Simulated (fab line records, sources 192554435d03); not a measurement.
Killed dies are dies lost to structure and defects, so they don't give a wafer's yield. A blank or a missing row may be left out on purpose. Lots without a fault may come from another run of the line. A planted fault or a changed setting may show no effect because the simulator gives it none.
fab line records | flow n5_finfet
record lots=7 wafers=21
route steps=1938 shown BEOL_M14@1764 MIM_BOT_LITHO@1858 MIM_BOT_ETCH@1866
start_h: hours from the record's first day to the start of the lot's first wafer shown | wait_h: hours since the lot's step before | " the same as in the row above | L1.1+2: a row that stands for several wafers | - no value, or no start given | * or withheld: withheld | < > ~ a bound
route shown NAME@n: a module of which the file shows steps, and the number in the route of the first | usual: mean/standard deviation of fault-free wafers | same: alike in all rows | chamber/n: place in a boat | sites: the reading at each site | _std_site: their standard deviation | _edge_site: outer sites' mean less inner sites' | radius_mm: how far each site lies from the wafer's centre | mask NAME#n: copy n | behind: the tool/chamber that last shaped the wafer | hold: why the lot was held/for how many hours/how that ended | device: the transistor (n, p or np) that didn't switch | end of line: the same wafers' tests at the end of the route | a step without rows: its recipe alone | killed: dies lost to structure and defects at the first sort, not the wafer's yield | map: a wafer's dies, x killed, . not, _ none there
set.NAME: the setting as run; set.NAME@STEP: as run at that earlier step | model.NAME: the simulator's own value behind a step, which no gauge read
lots whose settings were changed on purpose; a table a step, a row a wafer
## steps
# step N5_BEOL_M14_SPUTTER_45
# recipe material=Cu target_thk_a=1000 temp_c=-20 bias_v=60 power_w=26000 chamber_pressure_pa=0.13 time_s=16.67
# columns lot.wafer tool chamber start_h wait_h set.power_w
L074.2 pvd_sputter-02 - 281.36 0.0 26000
L074.5+6 " - " " 23450
L077.1+5 pvd_sputter-03 - 290.13 0.0 26000
L077.4 " - " " 22820
L080.2 pvd_sputter-02 - 304.75 0.0 26000
L080.5+6 " - " " 28910
L085.1+5 pvd_sputter-02 - 345.30 0.0 26000
L085.4 " - " " 30370
L087.2+3 pvd_sputter-01 - 351.68 0.0 26000
L087.6 " - " " 24100
L091.1+3+6 pvd_sputter-03 - 373.03 0.0 26000
L095.1+4+5 pvd_sputter-02 - 391.38 0.0 26000
# step N5_BEOL_M14_ECD_47
# recipe material=Cu target_thk_a=12480
# step N5_BEOL_M14_ANNEAL_48
# recipe temp_c=225 time_s=90 ambient=N2
# step N5_BEOL_M14_CMP_49
# recipe stop_on=SiO2 t_overpolish_s=5.2 down_force_psi=2 platen_rpm=80 clearing_platen_down_force_psi=2 clearing_platen_rpm=80 post_cmp_clean=cu_alkaline target_thk_nm=560 clearing_platen_pad_velocity_m_s=1.5917 pad_velocity_m_s=1.5917
# columns lot.wafer tool chamber start_h wait_h set.time_s@BEOL_M14_TRENCH_ETCH_34 model.Cu_of_BEOL_M14_ECD_47.thk_nm
L074.2 cmp-04 3 282.30 0.3 105.7 468
L074.5+6 " 1,2 " " 105.7 -
L077.4 cmp-02 2 292.25 0.2 126.9 -
L077.1 " 3 " " 126.9 555.8
L077.5 " 0 " " 126.9 557
L080.2 cmp-03 3 305.47 0.3 126.9 544.4
L080.5+6 " 0,1 " " 126.9 -
L085.4 cmp-03 3 346.00 0.2 104.4 -
L085.1 " 0 " " 126.9 562.4
L085.5 " 1 " " 104.4 460
L087.3 cmp-03 3 352.81 0.2 126.9 579.6
L087.2 " 0 " " 126.9 533.6
L087.6 " 3 " " 126.9 -
L091.1 cmp-03 1 373.68 0.3 114.8 497.8
L091.3 " 3 " " 126.9 556.6
L091.6 " 0 " " 126.9 573.2
L095.1 cmp-03 1 392.04 0.3 126.9 534.8
L095.4 " 3 " " 126.9 557.2
L095.5 " 1 " " 126.9 586.8
# step N5_BEOL_M14_PRE_CLEAN_52
# recipe gas=NH3 time_s=15 temp_c=withheld rf_power_w=300
# step N5_BEOL_M14_DEP_53
# recipe material=SiCN target_thk_a=500 temp_c=withheld precursor=3MS/NH3 pressure_torr=3 rf_w=675 time_s=17.8
# step N5_BEOL_M14_RS_MEAS_54
# recipe thk_meas_gauge=four-point-probe reads=Cu_of_BEOL_M14_ECD_47+Ta_of_BEOL_M14_SPUTTER_44+TaN_of_BEOL_M14_SPUTTER_43
# usual M14_RS=0.0336/0.0009
# columns lot.wafer tool chamber start_h wait_h set.time_s@BEOL_M14_TRENCH_ETCH_34 M14_RS[ohm/sq]
L074.2 film_metro-02 - 282.65 0.1 105.7 0.0399
L074.5 " - " " 105.7 0.0394
L074.6 " - " " 105.7 0.0381
L077.1 film_metro-02 - 292.60 0.0 126.9 0.0334
L077.4 " - " " 126.9 0.0330
L077.5 " - " " 126.9 0.0334
L080.2 film_metro-01 - 305.78 0.1 126.9 0.0342
L080.5 " - " " 126.9 0.0333
L080.6 " - " " 126.9 0.0322
L085.1 film_metro-02 - 346.34 0.0 126.9 0.0330
L085.4 " - " " 104.4 0.0409
L085.5 " - " " 104.4 0.0406
L087.2 film_metro-01 - 353.23 0.1 126.9 0.0349
L087.3 " - " " 126.9 0.0321
L087.6 " - " " 126.9 0.0349
L091.1 film_metro-01 - 374.06 0.0 114.8 0.0375
L091.3 " - " " 126.9 0.0335
L091.6 " - " " 126.9 0.0324
L095.1 film_metro-01 - 392.42 0.0 126.9 0.0348
L095.4 " - " " 126.9 0.0334
L095.5 " - " " 126.9 0.0317
# step N5_MIM_BOT_LITHO_EXPOSE_05
# recipe mask_id=MIM_BOT na=0.55 source_shape=conventional sigma_outer=0.8 polarization=unpolarized dose_mj=24.25
# columns lot.wafer tool chamber start_h wait_h mask set.dose_mj
L074.2+6 krf_scanner-01 0 295.60 - MIM_BOT#0 25.04
L074.5 " 0 " " MIM_BOT#0 24.25
L077.1+5 krf_scanner-01 0 306.44 - MIM_BOT#0 22.99
L077.4 " 0 " " MIM_BOT#0 24.25
L080.2+5+6 krf_scanner-02 0 318.67 - MIM_BOT#0 24.25
L085.1+4+5 krf_scanner-02 0 356.48 - MIM_BOT#0 24.25
L087.2 krf_scanner-02 0 364.34 - MIM_BOT#0 24.25
L087.3+6 " 0 " " MIM_BOT#0 22.6
L091.1+3+6 krf_scanner-01 0 383.98 - MIM_BOT#0 24.25
L095.1+4+5 krf_scanner-01 0 408.58 - MIM_BOT#0 24.25
# step N5_MIM_BOT_LITHO_PEB_06
# recipe peb_temp_c=withheld peb_time_s=*
# step N5_MIM_BOT_LITHO_DEVELOP_07
# recipe develop_time_s=60 rinse_liquid=diw dry=air_spin dev_temp_c=21
# step N5_MIM_BOT_LITHO_HARDBAKE_09
# recipe temp_c=130 time_s=120
# step N5_MIM_BOT_LITHO_CD_MEAS_08
# recipe target_cd_nm=3000 landing_energy_ev=500 detector=se_inlens polarity=opening
# usual cd_nm=3000.2/1.7
# columns lot.wafer tool chamber start_h wait_h set.dose_mj@MIM_BOT_LITHO_EXPOSE_05 cd_nm
L074.2 cd_sem-02 0 295.77 - 25.04 3005.0
L074.5 " 0 " " 24.25 3000.3
L074.6 " 0 " " 25.04 3006.6
L077.1 cd_sem-02 0 306.62 - 22.99 2992.3
L077.4 " 0 " " 24.25 3002.7
L077.5 " 0 " " 22.99 2992.9
L080.2 cd_sem-03 0 318.84 - 24.25 3000.4
L080.5 " 0 " " 24.25 2999.5
L080.6 " 0 " " 24.25 3000.6
L085.1 cd_sem-01 0 356.65 - 24.25 2998.0
L085.4 " 0 " " 24.25 2999.4
L085.5 " 0 " " 24.25 2997.5
L087.2 cd_sem-02 0 364.51 - 24.25 2999.2
L087.3 " 0 " " 22.6 2986.3
L087.6 " 0 " " 22.6 2988.7
L091.1 cd_sem-02 0 384.16 - 24.25 2998.6
L091.3 " 0 " " 24.25 3000.9
L091.6 " 0 " " 24.25 3000.3
L095.1 cd_sem-01 0 408.76 - 24.25 3000.8
L095.4 " 0 " " 24.25 3002.0
L095.5 " 0 " " 24.25 3001.9
# step N5_MIM_BOT_ETCH_ETCH_04
# recipe chemistry=CF4/O2 target=SiNx target_depth_a=260 time_s=13 ion_energy_ev=100 pressure_mtorr=40 source_w=535 bias_w=49 Ar_flow_sccm=100 cf4_flow_sccm=100 O2_flow_sccm=10
# columns lot.wafer tool chamber start_h wait_h set.time_s model.etch.depth_nm
L074.2 rie_diel-03 1 295.93 0.0 13 27.16
L074.5 " 1 " " 12.12 25.26
L074.6 " 0 " " 12.12 24.04
L077.1 rie_diel-06 2 306.77 0.0 15.52 31.11
L077.4 " 1 " " 13 26.26
L077.5 " 1 " " 13 26.14
L080.2 rie_diel-01 1 319.00 0.0 13 26.52
L080.5 " 0 " " 13 25.1
L080.6 " 1 " " 13 26.48
L085.1 rie_diel-01 1 356.81 0.0 13 26.47
L085.4 " 0 " " 13 24.81
L085.5 " 0 " " 13 24.78
L087.2 rie_diel-03 2 364.66 0.0 11.93 23.78
L087.3 " 3 " " 13 24.52
L087.6 " 0 " " 11.93 23.42
L091.1 rie_diel-03 1 384.31 0.0 10.62 21.96
L091.3 " 3 " " 10.62 19.97
L091.6 " 3 " " 13 24.61
L095.1 rie_diel-01 2 408.91 0.0 13 25.2
L095.4 " 0 " " 13 25.65
L095.5 " 0 " " 13 25.85
## key
split step=N5_BEOL_M14_SPUTTER_45 setting=power_w stated=26000 by=wafer
response none clear
split step=N5_MIM_BOT_LITHO_EXPOSE_05 setting=dose_mj stated=24.25 by=wafer
response step=N5_MIM_BOT_LITHO_CD_MEAS_08 reading=cd_nm change=+1.79 per=1% r=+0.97
split step=N5_MIM_BOT_ETCH_ETCH_04 setting=time_s stated=13 by=wafer
response step=N5_MIM_BOT_ETCH_ETCH_04 reading=model.etch.depth_nm change=+0.226 per=1% r=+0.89
split outside_this_file step=N5_BEOL_M14_TRENCH_ETCH_34 setting=time_s
# split outside_this_file: this setting was split too, and the file shows its column; the key of that split is in another file
